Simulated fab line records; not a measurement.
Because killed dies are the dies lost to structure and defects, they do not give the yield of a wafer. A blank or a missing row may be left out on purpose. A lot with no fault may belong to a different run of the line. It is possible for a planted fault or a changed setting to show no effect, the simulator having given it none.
fab line records	flow n5-finfet
[record] lots = 5	wafers = 15	last-day = 19
route steps=1938 shown BEOL_M15@1797
lots with no fault: from the same line, run without faults
start-h: the number of hours between the record's first day and the start of the first shown wafer of the lot	wait-h: hours from the lot's prior step to this one	" same as the row above	L1.1+2: a single row standing in for several wafers	- no value, or no start was given	* or withheld: withheld	< > ~ a bound
route shown NAME@n: a module of which the file shows steps, and the number in the route of the first	usual: average and standard deviation across the fault-free wafers	same: alike in all rows	chamber/n: place in a boat	sites: the reading at each site	_std_site: their standard deviation	_edge_site: mean of outer sites minus mean of inner sites	radius-mm: for every site, how far away it sits from the centre of the wafer	mask NAME#n: copy n	behind: tool/chamber where the wafer was last shaped	hold: why the lot went on hold/how many hours it stayed there/how the hold came to an end	device: transistor that didn't switch, given as n, p or np	end of line: tests run on the same wafers once the route is complete	for a step that has no rows: nothing shown but its recipe	killed: dies that structure and defects cost at the first sort, which is not the same as the wafer's yield	map: a wafer's dies, marking killed ones x, the rest . and places with no die _
set.NAME: the setting the step ran with; set.NAME@STEP: the setting that earlier step ran with	model.NAME: the simulator's own value behind a step, which no gauge read
a table for each step, a row for each wafer; lots at some steps of the route
services: a tool's chamber out of use, with start hour (start-h, from the record's first day; less than 0 if before it), hours out, and reason
[[steps]]
[step N5_BEOL_M15_COAT_22]
[recipe] spin-rpm = 1704	resist-thk-nm = 800
[step N5_BEOL_M15_EBR_24]
[recipe] solvent = PGMEA	ebr-width-mm = 1.5
[step N5_BEOL_M15_SOFTBAKE_23]
[recipe] temp-c = 130	time-s = 60
[step N5_BEOL_M15_EXPOSE_25]
[recipe] mask-id = M15	na = 0.8	source-shape = annular	sigma-inner = 0.5	sigma-outer = 0.8	polarization = unpolarized	target-cd-nm = 400	dose-mj = 35.5
[step N5_BEOL_M15_PEB_26]
[recipe] peb-temp-c = 130	peb-time-s = 90
[step N5_BEOL_M15_DEVELOP_27]
[recipe] develop-time-s = 45	rinse-liquid = diw	dry = air-spin	dev-temp-c = 21
[step N5_BEOL_M15_HARDBAKE_32]
[recipe] temp-c = 130	time-s = 120
[step N5_BEOL_M15_CD_MEAS_28]
[recipe] target-cd-nm = 407.6	landing-energy-ev = 500	detector = se-inlens
[usual] cd-nm = 408.0/1.9
lot.wafer	tool	chamber	start-h	wait-h	cd-nm
L903.1	cd-sem-02	0	321.60	-	407.6
L903.2	"	0	"	"	408.2
L903.3	"	0	"	"	407.7
L905.2	cd-sem-03	0	323.68	-	410.3
L905.3	"	0	"	"	406.4
L905.6	"	0	"	"	405.6
L906.1	cd-sem-02	0	332.81	-	407.1
L906.2	"	0	"	"	410.3
L906.3	"	0	"	"	410.0
L916.1	cd-sem-03	0	413.37	-	410.4
L916.5	"	0	"	"	407.1
L916.6	"	0	"	"	409.9
L919.1	cd-sem-02	0	428.71	-	405.4
L919.3	"	0	"	"	403.3
L919.5	"	0	"	"	406.4
[step N5_BEOL_M15_OVL_MEAS_29]
[recipe] points-per-wafer = 44
[usual] M15_OVL = -1/5.5
lot.wafer	tool	chamber	start-h	wait-h	M15_OVL[nm]
L903.1	overlay-02	0	321.63	0.0	5
L903.2	"	0	"	"	10
L903.3	"	0	"	"	2
L905.2	overlay-01	0	323.71	0.0	-5
L905.3	"	0	"	"	2
L905.6	"	0	"	"	-5
L906.1	overlay-02	0	332.84	0.0	14
L906.2	"	0	"	"	3
L906.3	"	0	"	"	4
L916.1	overlay-02	0	413.40	0.0	3
L916.5	"	0	"	"	1
L916.6	"	0	"	"	-6
L919.1	overlay-02	0	428.74	0.0	-6
L919.3	"	0	"	"	-12
L919.5	"	0	"	"	-10
[step N5_BEOL_M15_INSPECT_30]
[recipe] mode = adi	inspect-instrument = macro
[usual] raw-defect-count = 1.9/1.3
lot.wafer	tool	chamber	start-h	wait-h	raw-defect-count
L903.1	defect-inspect-02	-	321.65	0.0	0
L903.2	"	-	"	"	1
L903.3	"	-	"	"	1
L905.2	defect-inspect-02	-	323.73	0.0	2
L905.3	"	-	"	"	1
L905.6	"	-	"	"	3
L906.1	defect-inspect-01	-	332.87	0.0	2
L906.2	"	-	"	"	1
L906.3	"	-	"	"	2
L916.1	defect-inspect-02	-	413.42	0.0	2
L916.5	"	-	"	"	1
L916.6	"	-	"	"	3
L919.1	defect-inspect-02	-	428.76	0.0	0
L919.3	"	-	"	"	2
L919.5	"	-	"	"	1
[step N5_BEOL_M15_DESCUM_33]
[recipe] chemistry = O2	time-s = 7.9	source-power-w = 50	bias-power-w = 20	pressure-mtorr = 20	rf-frequency-hz = 2.712e+07	temp-c = 40	o2-flow-sccm = 225
[usual] drypump-motor-current-A = 6.0/0.48	oes-product-au = 0.78/0.1	rf-vpp-V = 243.2/1.4	showerhead-plenum-p-Torr = 2.09/0.069	throttle-valve-pct = 20.44/0.26
lot.wafer	tool	chamber	start-h	wait-h	drypump-motor-current-A	oes-product-au	rf-hours-counter-h	rf-vpp-V	showerhead-plenum-p-Torr	throttle-valve-pct
L903.1	rie-diel-05	1	321.70	0.0	5.7	0.67	245	241.2	1.97	20.67
L903.2	"	2	"	"	6.7	0.92	16	244.1	2.06	20.14
L903.3	"	3	"	"	5.2	0.70	239	242.6	2.07	20.51
L905.2	rie-diel-05	1	323.76	0.0	5.7	0.67	246	240.8	1.96	20.66
L905.3	"	0	"	"	6.0	0.85	50	243.8	2.12	19.98
L905.6	"	3	"	"	5.2	0.70	-	242.6	2.07	20.51
L906.1	rie-diel-02	1	333.04	0.2	5.7	0.67	220	243.8	2.16	20.53
L906.2	"	0	"	"	6.5	0.70	196	243.7	2.08	20.78
L906.3	"	3	"	"	6.5	0.75	157	241.9	2.00	20.71
L916.1	rie-diel-02	1	414.21	0.8	5.7	0.67	242	244.8	2.15	20.59
L916.5	"	0	"	"	6.5	0.68	-	244.2	2.07	20.84
L916.6	"	1	"	"	5.7	0.67	-	245.0	2.15	20.58
L919.1	rie-diel-06	0	429.34	0.6	6.5	0.82	104	243.5	2.12	20.30
L919.3	"	3	"	"	5.6	0.67	236	244.7	2.16	20.77
L919.5	"	3	"	"	5.6	0.67	-	243.1	2.15	20.78
[step N5_BEOL_M15_ETCH_61]
[recipe] chemistry = N2/H2	target = BARC	target-depth-a = 890	overetch-a = 267	time-s = 67.9	ion-energy-ev = 200	pressure-mtorr = 30	source-w = 840	bias-w = 150	n2-flow-sccm = 200	h2-flow-sccm = 200
[usual] bias-w = 150.0/0.46	drypump-motor-current-A = 6.1/0.49	oes-product-au = 0.66/0.079	rf-vpp-V = 523.7/2.4	showerhead-plenum-p-Torr = 2.54/0.078	throttle-valve-pct = 17.91/0.28
lot.wafer	tool	chamber	start-h	wait-h	bias-w	drypump-motor-current-A	oes-product-au	rf-hours-counter-h	rf-vpp-V	showerhead-plenum-p-Torr	throttle-valve-pct
L903.1	rie-diel-05	1	321.74	0.0	148.9	5.7	0.59	245	521.7	2.41	18.34
L903.2	"	2	"	"	149.4	6.8	0.77	16	523.0	2.51	17.52
L903.3	"	3	"	"	149.8	5.2	0.60	239	522.4	2.50	17.99
L905.2	rie-diel-05	1	323.80	0.0	150.0	5.7	0.59	246	519.6	2.41	18.33
L905.3	"	0	"	"	150.7	6.0	0.73	50	525.7	2.58	17.49
L905.6	"	3	"	"	150.2	5.1	0.60	-	522.7	2.50	17.99
L906.1	rie-diel-02	1	333.08	0.0	150.5	5.7	0.59	220	527.2	2.62	18.01
L906.2	"	0	"	"	150.4	6.5	0.60	196	523.6	2.53	18.27
L906.3	"	3	"	"	149.3	6.5	0.63	157	521.1	2.44	18.25
L916.1	rie-diel-02	1	414.24	0.0	149.4	5.7	0.58	242	527.0	2.61	18.05
L916.5	"	0	"	"	150.4	6.6	0.59	-	523.5	2.52	18.28
L916.6	"	1	"	"	149.3	5.7	0.58	-	526.5	2.61	18.06
L919.1	rie-diel-06	0	429.37	0.0	150.4	6.5	0.68	104	525.9	2.55	17.79
L919.3	"	3	"	"	149.7	5.5	0.57	236	525.1	2.61	18.12
L919.5	"	3	"	"	149.5	5.5	0.58	-	526.8	2.61	18.12
[step N5_BEOL_M15_TRENCH_ETCH_34]
[recipe] chemistry = C4F8/O2/Ar	target = SiO2	target-depth-a = 8729.3	he-inner-torr = 15	he-outer-torr = 30	time-s = 199	ion-energy-ev = 800	pressure-mtorr = 20	source-w = 1905	bias-w = 2040	Ar_flow_sccm = 400	C4F8_flow_sccm = 16	O2_flow_sccm = 12
[usual] O2_flow_sccm = 12.00/0.037	bias-w = 2041/6	drypump-motor-current-A = 6.1/0.49	oes_f_703_au = 0.78/0.099	oes-product-au = 0.77/0.1	rf-vpp-V = 2228/35	showerhead-plenum-p-Torr = 3.43/0.11	throttle-valve-pct = 30.9/0.3
lot.wafer	tool	chamber	start-h	wait-h	O2_flow_sccm	bias-w	drypump-motor-current-A	oes_f_703_au	oes-product-au	rf-hours-counter-h	rf-vpp-V	showerhead-plenum-p-Torr	throttle-valve-pct	model.etch.depth-nm	model.coat_of_BEOL_M15_COAT_22.thk-nm
L903.1	rie-diel-05	1	321.79	0.0	12.05	2043	5.7	0.66	0.66	245	2232	3.28	31.2	818	554
L903.2	"	2	"	"	12.07	2046	6.7	0.90	0.90	16	2174	3.38	30.6	866.4	540.6
L903.3	"	3	"	"	12.00	2038	5.2	0.71	0.68	239	2201	3.42	31.1	850.1	544.2
L905.2	rie-diel-05	1	323.85	0.0	12.00	1461	5.7	0.63	0.63	246	1753	3.28	31.2	750.9	576
L905.3	"	0	"	"	12.00	2049	5.9	0.86	0.84	50	2245	3.47	30.3	864.9	545.6
L905.6	"	3	"	"	11.97	2045	5.2	0.71	0.69	-	2201	3.42	31.1	867	547.6
L906.1	rie-diel-02	1	333.13	0.0	11.95	2048	5.7	0.68	0.67	220	2225	3.52	30.9	828.3	553.4
L906.2	"	0	"	"	11.98	2046	6.6	0.71	0.71	196	2270	3.42	31.3	875.3	539.8
L906.3	"	3	"	"	12.01	2033	6.6	0.76	0.74	157	2184	3.27	31.0	849.6	551.2
L916.1	rie-diel-02	1	414.29	0.0	11.98	2036	5.7	0.66	0.65	242	2224	3.51	30.9	827.4	557.4
L916.5	"	0	"	"	12.01	2028	6.6	0.69	0.68	-	2272	3.40	31.3	861.8	545.6
L916.6	"	1	"	"	11.99	2033	5.7	0.66	0.65	-	2224	3.51	30.9	832.5	555.8
L919.1	rie-diel-06	0	429.42	0.0	12.06	2039	6.5	0.78	0.81	104	2238	3.48	30.9	890.2	541.8
L919.3	"	3	"	"	11.97	2041	5.6	0.68	0.67	236	2283	3.53	31.3	877.2	542.4
L919.5	"	3	"	"	12.00	2046	5.6	0.69	0.68	-	2285	3.53	31.3	878.9	540.4
[step N5_BEOL_M15_STRIP_36]
[recipe] chemistry = O2	power-w = 600	temp-c = 60	pressure-mtorr = 30	rf-frequency-hz = 6e+07	bias-power-w = 0	overash-fraction = 0.3	o2-flow-sccm = 225
[step N5_BEOL_M15_STRIP_62]
[recipe] chemistry = O2	power-w = 600	temp-c = 60	pressure-mtorr = 30	rf-frequency-hz = 6e+07	bias-power-w = 0	overash-fraction = 0.3	o2-flow-sccm = 225
[step N5_BEOL_M15_STRIP_37]
[recipe] chemistry = O2	power-w = 600	temp-c = 60	pressure-mtorr = 30	rf-frequency-hz = 6e+07	bias-power-w = 0	overash-fraction = 0.3	o2-flow-sccm = 225
[usual] drypump-motor-current-A = 6.0/0.52	oes-product-au = 0.79/0.11	rf-vpp-V = 3.6/0.73	showerhead-plenum-p-Torr = 2.08/0.067	throttle-valve-pct = 16.64/0.28
[same] overash-fraction = 0.3
lot.wafer	tool	chamber	start-h	wait-h	drypump-motor-current-A	oes-product-au	rf-hours-counter-h	rf-vpp-V	showerhead-plenum-p-Torr	throttle-valve-pct
L903.1	rie-diel-05	0	-	-	5.9	0.83	50	3.5	2.13	16.25
L903.2	"	3	"	"	5.2	0.69	239	3.8	2.07	16.82
L903.3	"	2	"	"	6.7	0.91	17	3.7	2.07	16.33
L905.2	rie-diel-05	1	-	-	5.7	0.67	246	4.0	1.97	16.98
L905.3	"	3	"	"	5.2	0.70	240	3.6	2.07	16.83
L905.6	"	3	"	"	5.2	0.70	-	3.3	2.07	16.81
L906.1	rie-diel-05	1	-	-	5.7	0.67	248	5.4	1.97	16.98
L906.2	"	0	"	"	5.9	0.84	54	3.4	2.13	16.24
L906.3	"	2	"	"	6.7	0.91	20	3.8	2.07	16.35
L916.1	rie-diel-02	1	-	-	5.7	0.65	243	2.4	2.16	16.84
L916.5	"	0	"	"	6.6	0.68	-	6.2	2.07	17.07
L916.6	"	3	"	"	6.5	0.72	-	4.2	2.00	16.98
L919.1	rie-diel-05	1	-	-	5.8	0.97	5	2.8	2.23	16.54
L919.3	"	0	"	"	6.0	0.79	92	3.7	2.11	16.31
L919.5	"	0	"	"	6.0	0.81	-	3.7	2.11	16.32
[step N5_BEOL_M15_ETCH_38]
[recipe] chemistry = CF4/N2	target = SiCN	target-depth-a = 1064	taper-deg = 2	time-s = 120.5	ion-energy-ev = 150	mask-material = SiO2	pressure-mtorr = 40	source-w = 430	bias-w = 70	Ar_flow_sccm = 100	cf4-flow-sccm = 60	n2-flow-sccm = 60
[step N5_BEOL_M15_PRECLEAN_39]
[recipe] chemistry = residue-remover	time-s = 60	temp-c = 40
[step N5_BEOL_M15_SRD_40]
[recipe] time-s = 30	temp-c = 23	rinse-liquid = diw	dry = n2-spin	spin-rpm = 1500	dry-time-s = 30
[step N5_BEOL_M15_DEGAS_41]
[recipe] ambient = vacuum	temp-c = 300	time-s = 60
[step N5_BEOL_M15_PRE_CLEAN_42]
[recipe] gas = H2/He	time-s = 30	temp-c = 300
[step N5_BEOL_M15_SPUTTER_43]
[recipe] material = TaN	target-thk-a = 150	temp-c = 50	bias-v = 168.6	power-w = 15000	chamber-pressure-pa = 0.12	time-s = 24.19
[usual] bias-v = 168.4/1.7	substrate-temp-c = 49.99/0.13	throttle-valve-pct = 29.3/1.1
lot.wafer	tool	chamber	start-h	wait-h	bias-v	substrate-temp-c	throttle-valve-pct
L903.1	pvd-sputter-01	-	323.10	0.0	170.4	50.12	28.5
L903.2	"	-	"	"	166.2	50.01	30.3
L903.3	"	-	"	"	169.3	50.04	29.5
L905.2	pvd-sputter-01	-	325.86	0.0	169.3	49.95	28.8
L905.3	"	-	"	"	170.3	49.85	30.2
L905.6	"	-	"	"	171.0	50.06	28.9
L906.1	pvd-sputter-01	-	334.40	0.0	164.1	50.23	30.2
L906.2	"	-	"	"	167.0	50.11	28.5
L906.3	"	-	"	"	168.0	50.11	28.9
L916.1	pvd-sputter-02	-	417.50	0.0	170.4	49.98	30.6
L916.5	"	-	"	"	169.3	49.80	26.6
L916.6	"	-	"	"	168.3	49.77	28.2
L919.1	pvd-sputter-03	-	430.74	0.0	168.0	50.17	29.9
L919.3	"	-	"	"	169.1	49.86	30.1
L919.5	"	-	"	"	171.3	50.16	30.0
[step N5_BEOL_M15_SPUTTER_44]
[recipe] material = Ta	target-thk-a = 150	temp-c = 50	bias-v = 80	power-w = 15000	chamber-pressure-pa = 0.07	time-s = 24.19
[step N5_BEOL_M15_SPUTTER_45]
[recipe] material = Cu	target-thk-a = 1000	temp-c = -20	bias-v = 60	power-w = 26000	chamber-pressure-pa = 0.13	time-s = 16.67
[step N5_BEOL_M15_ECD_47]
[recipe] material = Cu	target-thk-a = 18600
[step N5_BEOL_M15_ANNEAL_48]
[recipe] temp-c = 225	time-s = 90	ambient = N2
[step N5_BEOL_M15_CMP_49]
[recipe] stop-on = SiO2	t-overpolish-s = 4.9	down-force-psi = 2	platen-rpm = 80	clearing-platen-down-force-psi = 2	clearing-platen-rpm = 80	post-cmp-clean = cu-alkaline	target-thk-nm = 850	clearing-platen-pad-velocity-m-s = 1.5917	pad-velocity-m-s = 1.5917
[usual] barrier-field-endpoint-s = 11.54/0.25	clearing-platen-down-force-psi = 2.000/0.0039	clearing-platen-rpm = 80.00/0.043	motor-current-A = 7.5/1	overpolish-run-s = 4.900/0.0097
[same] t-overpolish-s = 4.9
lot.wafer	tool	chamber	start-h	wait-h	barrier-field-endpoint-s	clearing-platen-down-force-psi	clearing-platen-rpm	motor-current-A	overpolish-run-s	model.Cu_of_BEOL_M15_ECD_47.thk-nm
L903.1	cmp-02	3	323.96	0.3	11.28	1.999	79.98	8.9	4.898	794.8
L903.2	"	0	"	"	11.45	2.001	80.00	7.3	4.889	844.6
L903.3	"	1	"	"	11.28	1.996	79.98	6.9	4.910	827
L905.3	cmp-04	2	326.75	0.2	11.48	2.000	80.06	10.1	4.891	843
L905.2	"	3	"	"	12.31	1.998	80.05	5.9	4.892	728.6
L905.6	"	1	"	"	11.56	2.008	80.04	7.3	4.892	845.6
L906.3	cmp-04	2	335.22	0.2	11.52	2.002	79.99	9.6	4.894	826.4
L906.2	"	3	"	"	11.57	1.992	80.10	6.6	4.902	854.6
L906.1	"	1	"	"	11.33	1.996	80.00	7.6	4.902	806.2
L916.1	cmp-04	0	418.35	0.3	11.68	1.997	80.05	7.2	4.915	803.6
L916.5	"	3	"	"	11.62	2.003	80.06	6.4	4.893	838.2
L916.6	"	0	"	"	11.57	1.992	80.02	6.6	4.892	809.4
L919.3	cmp-03	0	432.45	0.2	11.39	2.000	80.04	7.6	4.883	853.6
L919.1	"	1	"	"	11.28	2.000	80.04	8.0	4.895	867.8
L919.5	"	0	"	"	11.84	2.004	79.96	7.6	4.898	857.4
[step N5_BEOL_M15_THK_MEAS_50]
[recipe] thk-meas-gauge = xrf	reads = Cu_of_BEOL_M15_ECD_47
[usual] M15_THK = 850/26
lot.wafer	tool	chamber	start-h	wait-h	M15_THK[nm]
L903.1	film-metro-01	-	324.22	-	805
L903.2	"	-	"	"	852
L903.3	"	-	"	"	834
L905.2	film-metro-01	-	326.97	-	739
L905.3	"	-	"	"	853
L905.6	"	-	"	"	862
L906.1	film-metro-02	-	335.51	-	806
L906.2	"	-	"	"	861
L906.3	"	-	"	"	826
L916.1	film-metro-02	-	418.61	-	805
L916.5	"	-	"	"	836
L916.6	"	-	"	"	812
L919.1	film-metro-01	-	432.75	-	875
L919.3	"	-	"	"	867
L919.5	"	-	"	"	869
[step N5_BEOL_M15_PRE_CLEAN_52]
[recipe] gas = NH3	time-s = 15	temp-c = withheld	rf-power-w = 300
[step N5_BEOL_M15_DEP_53]
[recipe] material = SiCN	target-thk-a = 500	temp-c = withheld	precursor = 3MS/NH3	pressure-torr = 3	rf-w = 675	time-s = 17.8
[usual] showerhead-plenum-p-Torr = 4.147/0.02	throttle-valve-pct = 18.1/0.87
lot.wafer	tool	chamber	start-h	wait-h	showerhead-plenum-p-Torr	throttle-valve-pct
L903.1	pecvd-01	2	324.28	0.0	4.162	17.8
L903.2	"	1	"	"	4.176	20.3
L903.3	"	0	"	"	4.155	17.6
L905.2	pecvd-04	1	327.03	0.0	4.128	18.7
L905.3	"	2	"	"	4.149	18.5
L905.6	"	1	"	"	4.133	18.4
L906.1	pecvd-04	0	335.57	0.0	4.081	18.3
L906.2	"	2	"	"	4.169	18.8
L906.3	"	1	"	"	4.128	18.4
L916.1	pecvd-04	0	418.67	0.0	4.104	18.0
L916.5	"	2	"	"	4.151	18.8
L916.6	"	1	"	"	4.137	15.9
L919.1	pecvd-02	1	432.81	0.0	4.158	17.8
L919.3	"	2	"	"	4.139	18.0
L919.5	"	2	"	"	4.141	17.5
[step N5_BEOL_M15_RS_MEAS_54]
[recipe] thk-meas-gauge = four-point-probe	reads = Cu_of_BEOL_M15_ECD_47+Ta_of_BEOL_M15_SPUTTER_44+TaN_of_BEOL_M15_SPUTTER_43
[usual] M15_RS = 0.0217/0.00064
lot.wafer	tool	chamber	start-h	wait-h	M15_RS[ohm/sq]
L903.1	film-metro-02	-	324.35	0.0	0.0231
L903.2	"	-	"	"	0.0218
L903.3	"	-	"	"	0.0222
L905.2	film-metro-02	-	327.10	0.1	0.0253
L905.3	"	-	"	"	0.0218
L905.6	"	-	"	"	0.0218
L906.1	film-metro-02	-	335.64	0.0	0.0229
L906.2	"	-	"	"	0.0215
L906.3	"	-	"	"	0.0223
L916.1	film-metro-01	-	418.74	0.0	0.0229
L916.5	"	-	"	"	0.0219
L916.6	"	-	"	"	0.0227
L919.1	film-metro-01	-	432.87	0.0	0.0211
L919.3	"	-	"	"	0.0214
L919.5	"	-	"	"	0.0213
[step N5_BEOL_M15_INSPECT_55]
[recipe] inspect-instrument = darkfield	mode = post-dep
[usual] raw-defect-count = 80/28
lot.wafer	tool	chamber	start-h	wait-h	raw-defect-count
L903.1	defect-inspect-01	-	324.37	0.0	78
L903.2	"	-	"	"	67
L903.3	"	-	"	"	70
L905.2	defect-inspect-01	-	327.13	0.0	90
L905.3	"	-	"	"	45
L905.6	"	-	"	"	87
L906.1	defect-inspect-02	-	335.67	0.0	63
L906.2	"	-	"	"	93
L906.3	"	-	"	"	104
L916.1	defect-inspect-02	-	418.77	0.0	81
L916.5	"	-	"	"	148
L916.6	"	-	"	"	92
L919.1	defect-inspect-02	-	432.90	0.0	62
L919.3	"	-	"	"	78
L919.5	"	-	"	"	77
[[services]]
tool	chamber	start-h	hours	kind
cmp-03	-	308.07	11.6	pm
cmp-02	-	319.89	0.4	repair
rie-diel-06	1	319.92	6.7	repair
cmp-03	-	329.75	10.7	repair
cmp-02	-	348.41	0.5	repair
pecvd-01	-	350.02	2.8	repair
cmp-03	-	351.22	4.0	pm
rie-diel-06	3	357.07	4.4	repair
rie-diel-05	3	357.31	-	clean
rie-diel-05	3	357.31	-	consumable-replace:focus-ring
rie-diel-05	3	357.31	14.6	scheduled-down
rie-diel-05	3	357.31	14.6	vent-cycle
rie-diel-05	2	361.93	29.1	repair
pvd-sputter-01	-	370.77	4.7	repair
cmp-02	-	373.54	8.1	pm
rie-diel-05	1	391.05	-	clean
rie-diel-05	1	391.05	-	consumable-replace:focus-ring
rie-diel-05	1	391.05	-	consumable-replace:showerhead
rie-diel-05	1	391.05	27.9	scheduled-down
cmp-04	-	394.69	2.8	repair
cmp-03	-	410.12	1.4	repair
cmp-02	-	414.90	4.4	pm
cmp-02	-	424.35	1.7	repair
pecvd-01	1	425.97	6.5	repair
[[key]]
[first-sign] step = N5_BEOL_M15_TRENCH_ETCH_34	reading = bias-w	direction = down	sigmas = 97	usual = *	struck = *
[effect] step = N5_BEOL_M15_TRENCH_ETCH_34	reading = rf-vpp-V	direction = down	sigmas = 13	usual = 2228	struck = 1753
[effect] step = N5_BEOL_M15_THK_MEAS_50	reading = M15_THK	direction = down	sigmas = 4.2	usual = 850	struck = 739
[effect] step = N5_BEOL_M15_RS_MEAS_54	reading = M15_RS	direction = up	sigmas = 5.6	usual = 0.0217	struck = 0.0253
[model-effect] step = N5_BEOL_M15_TRENCH_ETCH_34	value = etch.depth-nm	without = 824.9	struck = 750.9
[model-effect] step = N5_BEOL_M15_CMP_49	value = Cu_of_BEOL_M15_ECD_47.thk-nm	without = 802.6	struck = 728.6
met-at N5_BEOL_M15_TRENCH_ETCH_34
struck-wafers L905.2
onset-between 321.79 323.85
[fault] kind = process-parameter-drift	tool = rie-diel-05	chamber = 1	onset-h = 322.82	steps = N5_BEOL_M15_TRENCH_ETCH_34	channel = bias-w	offset = *	shape = step	end-h = 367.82	acts-in = *	stated = *
